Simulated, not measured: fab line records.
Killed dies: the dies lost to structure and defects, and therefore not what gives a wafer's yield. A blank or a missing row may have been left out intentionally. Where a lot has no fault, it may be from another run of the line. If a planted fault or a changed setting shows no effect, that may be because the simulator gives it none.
Chamber matching / flow n5 finfet / 4 sister chambers for N5_WELL_APT_DESCUM_30 on rie diel-03
The step chemistry O2, time 7.9 s. 16 wafers are shown with their chamber, then 8 later ones without.

## WAFERS WITH THEIR CHAMBER
wafer=L074.2; chamber=3; drypump motor current A (A)=5.5; throttle valve pct (%)=20.13; showerhead plenum p Torr (Torr)=2.22
wafer=L074.3; chamber=0; drypump motor current A (A)=5.4; throttle valve pct (%)=20.50; showerhead plenum p Torr (Torr)=2.05
wafer=L074.5; chamber=0; drypump motor current A (A)=5.4; throttle valve pct (%)=20.47; showerhead plenum p Torr (Torr)=2.05
wafer=L075.1; chamber=1; drypump motor current A (A)=5.3; throttle valve pct (%)=20.57; showerhead plenum p Torr (Torr)=2.00
wafer=L075.2; chamber=3; drypump motor current A (A)=5.5; throttle valve pct (%)=20.13; showerhead plenum p Torr (Torr)=2.22
wafer=L075.6; chamber=3; drypump motor current A (A)=5.5; throttle valve pct (%)=20.16; showerhead plenum p Torr (Torr)=2.22
wafer=L078.1; chamber=2; drypump motor current A (A)=5.5; throttle valve pct (%)=20.42; showerhead plenum p Torr (Torr)=2.03
wafer=L078.3; chamber=3; drypump motor current A (A)=5.5; throttle valve pct (%)=20.15; showerhead plenum p Torr (Torr)=2.22
wafer=L078.5; chamber=3; drypump motor current A (A)=5.5; throttle valve pct (%)=20.14; showerhead plenum p Torr (Torr)=2.21
wafer=L081.1; chamber=3; drypump motor current A (A)=5.5; throttle valve pct (%)=20.16; showerhead plenum p Torr (Torr)=2.21
wafer=L081.3; chamber=2; drypump motor current A (A)=5.6; throttle valve pct (%)=20.45; showerhead plenum p Torr (Torr)=2.02
wafer=L081.6; chamber=0; drypump motor current A (A)=5.3; throttle valve pct (%)=20.52; showerhead plenum p Torr (Torr)=2.05
wafer=L082.2; chamber=1; drypump motor current A (A)=5.3; throttle valve pct (%)=20.16; showerhead plenum p Torr (Torr)=2.26
wafer=L082.4; chamber=0; drypump motor current A (A)=5.4; throttle valve pct (%)=20.52; showerhead plenum p Torr (Torr)=2.04
wafer=L082.5; chamber=3; drypump motor current A (A)=5.5; throttle valve pct (%)=20.17; showerhead plenum p Torr (Torr)=2.21
wafer=L086.1; chamber=0; drypump motor current A (A)=5.3; throttle valve pct (%)=20.52; showerhead plenum p Torr (Torr)=2.04

SIGNATURES, as means of the wafers listed above
reading=drypump motor current A; chamber 0=5.360; chamber 1=5.300; chamber 2=5.550; chamber 3=5.500; scatter within a chamber=0.0376
reading=throttle valve pct; chamber 0=20.5060; chamber 1=20.3650; chamber 2=20.4350; chamber 3=20.1486; scatter within a chamber=0.0856
reading=showerhead plenum p Torr; chamber 0=2.0460; chamber 1=2.1300; chamber 2=2.0250; chamber 3=2.2157; scatter within a chamber=0.0533
Rule: distance of a wafer from a chamber = root of the sum over the readings of ((wafer's reading minus chamber's mean) / reading's scatter) squared. The wafer belongs to the nearest chamber; if the next one is less than 2 further off, it can't be placed. The scatter is the square root of a quotient: the sum, over the shown wafers, of each reading's squared deviation from its chamber's mean, divided by wafers minus chambers.

## WAFERS WHOSE CHAMBER IS MISSING
wafer=L086.2; drypump motor current A (A)=5.5; throttle valve pct (%)=20.18; showerhead plenum p Torr (Torr)=2.21
wafer=L086.4; drypump motor current A (A)=5.6; throttle valve pct (%)=20.45; showerhead plenum p Torr (Torr)=2.02
wafer=L088.2; drypump motor current A (A)=5.6; throttle valve pct (%)=20.44; showerhead plenum p Torr (Torr)=2.02
wafer=L088.3; drypump motor current A (A)=5.4; throttle valve pct (%)=20.18; showerhead plenum p Torr (Torr)=2.21
wafer=L088.5; drypump motor current A (A)=5.4; throttle valve pct (%)=20.55; showerhead plenum p Torr (Torr)=2.04
wafer=L093.2; drypump motor current A (A)=5.5; throttle valve pct (%)=20.49; showerhead plenum p Torr (Torr)=2.01
wafer=L093.3; drypump motor current A (A)=5.5; throttle valve pct (%)=20.19; showerhead plenum p Torr (Torr)=2.20
wafer=L093.5; drypump motor current A (A)=5.6; throttle valve pct (%)=20.47; showerhead plenum p Torr (Torr)=2.01

## WHICH CHAMBER EACH WENT THROUGH
wafer=L086.2; from the rows above=3; in truth=3
wafer=L086.4; from the rows above=2; in truth=2
wafer=L088.2; from the rows above=2; in truth=2
wafer=L088.3; from the rows above=can't be placed: 3 or 1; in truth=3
wafer=L088.5; from the rows above=0; in truth=0
wafer=L093.2; from the rows above=2; in truth=2
wafer=L093.3; from the rows above=3; in truth=3
wafer=L093.5; from the rows above=2; in truth=2
Correctly placed: 7 of 8. From these rows, 1 cannot be placed; in 1 the true chamber is one of the candidates. Placed wrongly: 0.
